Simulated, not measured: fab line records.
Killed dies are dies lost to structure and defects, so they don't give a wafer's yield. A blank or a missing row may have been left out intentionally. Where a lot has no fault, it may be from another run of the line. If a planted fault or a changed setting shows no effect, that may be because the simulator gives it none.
Which of the tools did it? -- flow nand harc -- 21 lots, 63 wafers sampled, at 4 steps of a route of 1159

== WHAT EACH GAUGE READ, for each wafer ==
NHARC_A_SLIT_CD_MEAS_21.
lot,measured,on,cd nm (nm)
L075,day 14 06:36,cd sem-03,288.2 289.6 289.1
L074,day 14 08:10,cd sem-02,289.3 289.9 290.2
L076,day 14 21:31,cd sem-01,290.3 290.2 291.0
L078,day 15 08:21,cd sem-02,291.1 290.0 291.5
L079,day 15 08:59,cd sem-03,290.8 290.0 290.6
L080,day 16 09:04,cd sem-02,288.6 289.7 289.1
L081,day 16 14:47,cd sem-01,291.1 289.5 290.6
L084,day 16 19:53,cd sem-01,289.1 287.3 289.1
L082,day 16 20:04,cd sem-02,291.3 289.9 291.0
L083,day 16 21:33,cd sem-03,290.5 291.4 290.5
L088,day 17 19:49,cd sem-01,290.6 292.0 291.6
L086,day 17 21:50,cd sem-03,290.0 289.6 289.9
L087,day 17 21:29,cd sem-03,288.7 290.3 290.3
L085,day 17 20:08,cd sem-01,291.0 289.9 290.0
L089,day 18 01:53,cd sem-02,290.8 289.6 291.4
L090,day 18 10:21,cd sem-03,289.0 290.8 289.6
L092,day 18 11:15,cd sem-03,289.7 291.1 288.7
L091,day 18 18:16,cd sem-02,290.7 290.0 290.3
L094,day 18 21:23,cd sem-03,288.3 290.5 289.3
L095,day 19 18:35,cd sem-02,289.7 290.4 289.5
L097,day 19 20:14,cd sem-03,290.1 288.9 289.0

== TOOL THAT RAN EACH LOT (tool first, then ch and the chambers of the sampled wafers, then the start) ==
lot,NHARC_A_STAIRCASE_ETCHBACK_157,NHARC_A_SLIT_ETCH_24,NHARC_A_SLIT_ETCH_17
L075,"rie diel-02 ch 0,2,3, day 13 02:50","rie diel-13 ch 0,1,3, day 13 21:31","har etch-02 ch 0,1, day 14 03:53"
L074,"rie diel-11 ch 0,1,3, day 13 03:11","rie diel-05 ch 1,2,3, day 13 22:19","har etch-02 ch 0,1, day 14 05:33"
L076,"rie diel-02 ch 0,3, day 14 05:32","rie diel-01 ch 0,1,3, day 14 17:21","har etch-01 ch 0,1, day 14 19:08"
L078,"rie diel-02 ch 1,3, day 14 15:30","rie diel-01 ch 2,3, day 15 05:01","har etch-02 ch 0,1, day 15 05:57"
L079,"rie diel-03 ch 1,3, day 14 15:49","rie diel-13 ch 0,1,3, day 15 05:38","har etch-01 ch 0,1, day 15 06:19"
L080,"rie diel-03 ch 0,1,2, day 15 14:52","rie diel-05 ch 0,2, day 16 05:43","har etch-01 ch 0,1, day 16 06:24"
L081,"rie diel-02 ch 0,3, day 15 22:12","rie diel-05 ch 0,2,3, day 16 11:06","har etch-02 ch 0,1, day 16 12:09"
L084,"rie diel-02 ch 1,2,3, day 16 04:59","rie diel-05 ch 1,2, day 16 16:35","har etch-02 ch 0,1, day 16 17:16"
L082,"rie diel-02 ch 1,2, day 16 05:14","rie diel-01 ch 0,1,2, day 16 16:45","har etch-01 ch 0,1, day 16 17:26"
L083,"rie diel-11 ch 0,2,3, day 16 05:35","rie diel-13 ch 1,3, day 16 16:54","har etch-02 ch 0,1, day 16 18:56"
L088,"rie diel-02 ch 0,2, day 17 01:23","rie diel-13 ch 2,3, day 17 14:11","har etch-01 ch 0,1, day 17 17:11"
L086,"rie diel-02 ch 1,2,3, day 17 01:40","rie diel-13 ch 0,1,3, day 17 15:59","har etch-02 ch 0,1, day 17 19:10"
L087,"rie diel-03 ch 1,2,3, day 17 01:58","rie diel-01 ch 0,3, day 17 14:59","har etch-01 ch 0,1, day 17 19:21"
L085,"rie diel-11 ch 0,1,3, day 17 02:13","rie diel-05 ch 1,2,3, day 17 14:01","har etch-02 ch 0,1, day 17 17:44"
L089,"rie diel-02 ch 0,1,2, day 17 09:52","rie diel-01 ch 2,3, day 17 22:33","har etch-01 ch 0,1, day 17 23:14"
L090,"rie diel-02 ch 2,3, day 17 16:59","rie diel-13 ch 0,1, day 18 06:53","har etch-02 ch 0,1, day 18 07:42"
L092,"rie diel-02 ch 0,2,3, day 17 17:21","rie diel-01 ch 1,2,3, day 18 07:55","har etch-01 ch 0,1, day 18 08:36"
L091,"rie diel-02 ch 0,1,3, day 17 23:58","rie diel-01 ch 0,3, day 18 14:54","har etch-01 ch 0,1, day 18 15:50"
L094,"rie diel-02 ch 1,2, day 18 04:13","rie diel-01 ch 1,2, day 18 18:02","har etch-01 ch 0,1, day 18 19:29"
L095,"rie diel-11 ch 0,2,3, day 19 00:30","rie diel-01 ch 0,1,2, day 19 15:16","har etch-02 ch 0,1, day 19 15:56"
L097,"rie diel-11 ch 1,2,3, day 19 04:25","rie diel-05 ch 0,1,2, day 19 15:53","har etch-02 ch 0,1, day 19 17:37"
- NHARC_A_STAIRCASE_ETCHBACK_157: etches the open film in CH3F/O2, target depth 90 nm, time 167.14 s.
- NHARC_A_SLIT_ETCH_24: etches the open film in CF4/CHF3, target depth 121 nm, time 60.5 s.
- NHARC_A_SLIT_ETCH_17: etches the open film in C4F8/O2/Ar, time 1687.5 s, target depth 10100 nm.

== AS READ BY THE TOOLS THEMSELVES (means over the sampled wafers that have a number; for cases with no such wafer, the mark the record gives instead) ==
NHARC_A_STAIRCASE_ETCHBACK_157.
lot,tool,drypump motor current A (A),mfc ar sccm (sccm),oes product au (a.u.),rf vpp V (V),showerhead plenum p Torr (Torr),throttle valve pct (%)
L075,rie diel-02,5.7,200.3,1.00,244.6,2.51,20.662
L074,rie diel-11,5.9,200.6,0.94,244.2,2.43,20.663
L076,rie diel-02,5.1,200.1,0.96,245.6,2.55,20.664
L078,rie diel-02,6.2,200.2,1.01,244.3,2.50,20.666
L079,rie diel-03,5.3,199.9,0.92,243.4,2.36,20.668
L080,rie diel-03,5.5,200.2,0.93,245.9,2.54,20.669
L081,rie diel-02,5.1,200.2,1.00,245.4,2.54,20.661
L084,rie diel-02,6.3,200.2,1.01,244.5,2.47,20.659
L082,rie diel-02,6.6,200.4,1.01,245.2,2.53,20.661
L083,rie diel-11,6.1,200.6,0.94,243.7,2.42,20.660
L088,rie diel-02,5.5,199.9,1.02,246.2,2.58,20.655
L086,rie diel-02,6.3,199.8,0.97,245.3,2.47,20.659
L087,rie diel-03,5.4,199.7,0.94,243.6,2.43,20.664
L085,rie diel-11,5.9,200.0,0.99,243.5,2.42,20.661
L089,rie diel-02,6.1,200.0,0.93,245.4,2.55,20.665
L090,rie diel-02,6.3,200.1,0.95,243.8,2.45,20.658
L092,rie diel-02,5.7,200.3,1.00,245.1,2.49,20.660
L091,rie diel-02,5.7,200.6,0.92,245.1,2.51,20.667
L094,rie diel-02,6.7,199.7,0.93,245.4,2.52,20.670
L095,rie diel-11,6.1,200.3,0.91,244.0,2.41,20.669
L097,rie diel-11,5.6,199.4,0.91,241.9,2.29,20.658

NHARC_A_SLIT_ETCH_24.
lot,tool,drypump motor current A (A),mfc ar sccm (sccm),oes product au (a.u.),rf vpp V (V),showerhead plenum p Torr (Torr),throttle valve pct (%)
L075,rie diel-13,5.4,0.013,0.928,370.8,1.56,16.804
L074,rie diel-05,5.9,0.005,0.916,369.2,1.54,16.801
L076,rie diel-01,5.4,0.001,0.976,369.3,1.52,16.815
L078,rie diel-01,5.9,0.000,0.977,370.9,1.60,16.804
L079,rie diel-13,5.3,0.013,0.967,371.1,1.56,16.800
L080,rie diel-05,5.9,0.009,0.957,371.0,1.58,16.802
L081,rie diel-05,5.8,0.004,0.968,369.9,1.58,16.800
L084,rie diel-05,6.0,0.009,0.941,370.0,1.54,16.810
L082,rie diel-01,5.7,0.001,0.975,369.7,1.54,16.806
L083,rie diel-13,5.2,0.011,0.967,369.5,1.55,16.808
L088,rie diel-13,5.7,0.000,0.985,368.7,1.53,16.806
L086,rie diel-13,5.4,0.013,0.966,370.0,1.56,16.810
L087,rie diel-01,5.3,0.000,0.961,369.8,1.54,16.800
L085,rie diel-05,5.9,0.005,0.949,369.4,1.54,16.805
L089,rie diel-01,5.7,0.000,0.979,371.7,1.59,16.798
L090,rie diel-13,5.1,0.021,0.951,371.4,1.60,16.803
L092,rie diel-01,5.7,0.001,0.976,370.3,1.56,16.805
L091,rie diel-01,5.2,0.000,0.916,368.1,1.52,16.805
L094,rie diel-01,6.0,0.001,0.970,370.6,1.58,16.813
L095,rie diel-01,5.6,0.001,0.928,369.2,1.54,16.809
L097,rie diel-05,5.6,0.005,0.922,370.4,1.58,16.809

NHARC_A_SLIT_ETCH_17.
lot,tool,c4f8 flow sccm (sccm),drypump motor current A (A),he backside leak sccm (sccm),mfc ar sccm (sccm),showerhead plenum p Torr (Torr),throttle valve pct (%)
L075,har etch-02,83.60,5.4,6.3,375.8,3.74,32.050
L074,har etch-02,83.37,5.4,6.3,376.1,3.74,32.045
L076,har etch-01,83.22,6.2,5.3,375.1,3.79,32.048
L078,har etch-02,83.40,5.4,6.3,376.4,3.74,32.039
L079,har etch-01,83.36,6.2,5.2,376.0,3.79,32.037
L080,har etch-01,83.21,5.8,5.5,374.7,3.79,32.047
L081,har etch-02,83.17,5.8,6.4,375.3,3.64,32.050
L084,har etch-02,83.19,5.4,6.6,376.2,3.73,32.047
L082,har etch-01,83.43,5.7,5.7,373.8,3.78,32.044
L083,har etch-02,83.34,5.8,6.2,375.4,3.63,32.040
L088,har etch-01,83.42,5.8,5.7,374.8,3.78,32.044
L086,har etch-02,83.28,5.8,6.2,375.4,3.63,32.049
L087,har etch-01,83.21,6.2,5.4,375.6,3.78,32.039
L085,har etch-02,83.52,5.8,6.2,374.4,3.63,32.044
L089,har etch-01,83.62,5.8,5.2,375.5,3.78,32.049
L090,har etch-02,83.34,5.9,6.3,374.6,3.63,32.040
L092,har etch-01,83.25,5.8,5.3,375.5,3.77,32.043
L091,har etch-01,83.22,5.8,6.5,374.8,3.77,32.039
L094,har etch-01,83.22,6.2,5.3,374.4,3.77,32.036
L095,har etch-02,83.13,5.4,6.5,374.3,3.71,32.041
L097,har etch-02,83.24,5.4,6.6,374.8,3.71,32.040

== THE ANSWER, worked out from the rows above alone ==
Rule: the usual values come from the lots themselves. Put in order of their means at a reading, lots are off if they are a third of the lots or fewer, leave a main group of 4 or more, and stand apart from it by a gap of 3 or more times the standard deviation of the main group's means; of several such gaps the widest counts. If all means in a main group match to the digits the tables above print for the reading, that group is not used. A lot without any number at a reading at which 4 lots or more have one is off too. Where the step has rows for the other lots, those lots are counted as sound. First the gauges in route order, then the tools' own readings, where a lot's mean is used as printed above. The first step at which some lot is off is used, and at that step the reading that is off furthest; a lot without a number counts as furthest.
No lot is off at any reading shown: from this, nothing can be told.

== WHAT THE SIMULATOR HAD INSERTED ==
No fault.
